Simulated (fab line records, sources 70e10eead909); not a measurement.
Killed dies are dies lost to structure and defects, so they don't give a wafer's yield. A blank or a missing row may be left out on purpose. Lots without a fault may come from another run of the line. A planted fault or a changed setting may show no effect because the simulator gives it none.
Problem report in the 8D (eight disciplines) form, filled by code | flow nand_harc | the parts of the form that need people (team, actions taken, sign-off) are left out

1. THE PROBLEM
thk_nm at NHARC_A_ONON_D1_THK_MEAS_11 reads a mean of 1068 nm on 2 wafers of 2 lots; wafers without a fault read 1001 nm with a standard deviation of 10. That is +6.7 standard deviations from the usual mean.
The step: measures by ellipsometry.
First seen on wafer L208.4, day 11 02:21, on film_metro-02. The record holds 39 wafers of 13 lots with a number at this step. Rule for "out", or "out of limits": more than 4 standard deviations from the usual mean. The other wafers with a number count as sound.

2. WHAT IT IS AND WHAT IT IS NOT
question                    | is                           | is not
which readings at this step | thk_nm                       | -
which lots                  | L208, L211                   | L200, L202, L210, L214, L215, L216, L217, L218, L219, L220, L223
which wafers of those lots  | L208.4, L211.4               | L208.1, L208.3, L211.1, L211.3
read on which gauges        | film_metro-01, film_metro-02 | -
when                        | from day 11 02:21            | up to then (8 sound wafers); but 29 sound wafers of L210, L211, L214, L215, L216, L217, L218, L219, L220, L223 came after

3. SUSPECTS, AND WHAT RULES EACH OUT
Counting: a tool at a process step up to the reading stays a suspect if it ran every lot that is out. Sound lots after the first of them don't rule it out here, since some wafers of a struck lot are sound.
- the gauge at NHARC_A_ONON_D1_THK_MEAS_11: ruled out. The wafers that are out were read on 2 gauges (film_metro-01, film_metro-02).
- pecvd_onon-04 at NHARC_A_ONON_D1_DEP_09 (target thk 1000 nm): kept. It ran every lot that is out, first L208 (day 11 01:50).
Left after counting: pecvd_onon-04 at NHARC_A_ONON_D1_DEP_09.

4. THE CAUSE (what the simulator had put in)
Process parameter drift: pecvd_onon-04, from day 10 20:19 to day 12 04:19, at NHARC_A_ONON_D1_DEP_09. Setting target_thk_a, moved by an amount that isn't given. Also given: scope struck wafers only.
Counting left only this tool.

5. THE CHAIN OF EFFECTS, in route order
Each row: a reading whose mean over the struck wafers that have a number lies more than 3 standard deviations from the usual. Only readings for which the record gives a usual standard deviation are gone through. hours: the time from each lot's start at the first step in this table that gives one to its start at this step, as a median over the lots. sigmas: the change in usual standard deviations.
hours | step                        | reading         | usual   | on struck wafers | change | sigmas
0     | NHARC_A_ONON_D1_THK_MEAS_11 | thk_nm          | 1001 nm | 1068             | +67    | +6.7
407   | NHARC_END_SORT_01           | killed_at_array | 56      | 671              | +615   | +34
407   | NHARC_END_SORT_01           | killed_dies     | 61      | 677              | +616   | +32

6. WHAT WOULD HAVE CAUGHT IT SOONER
In this record the first reading out of limits at a measuring or inspecting step was taken at day 11 02:21, 6 hours after the fault began at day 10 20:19.
Of the lots that are out (2), L211 began NHARC_A_ONON_D1_DEP_09 on pecvd_onon-04 after day 11 02:21. A hold on the tool at that time would have spared it.
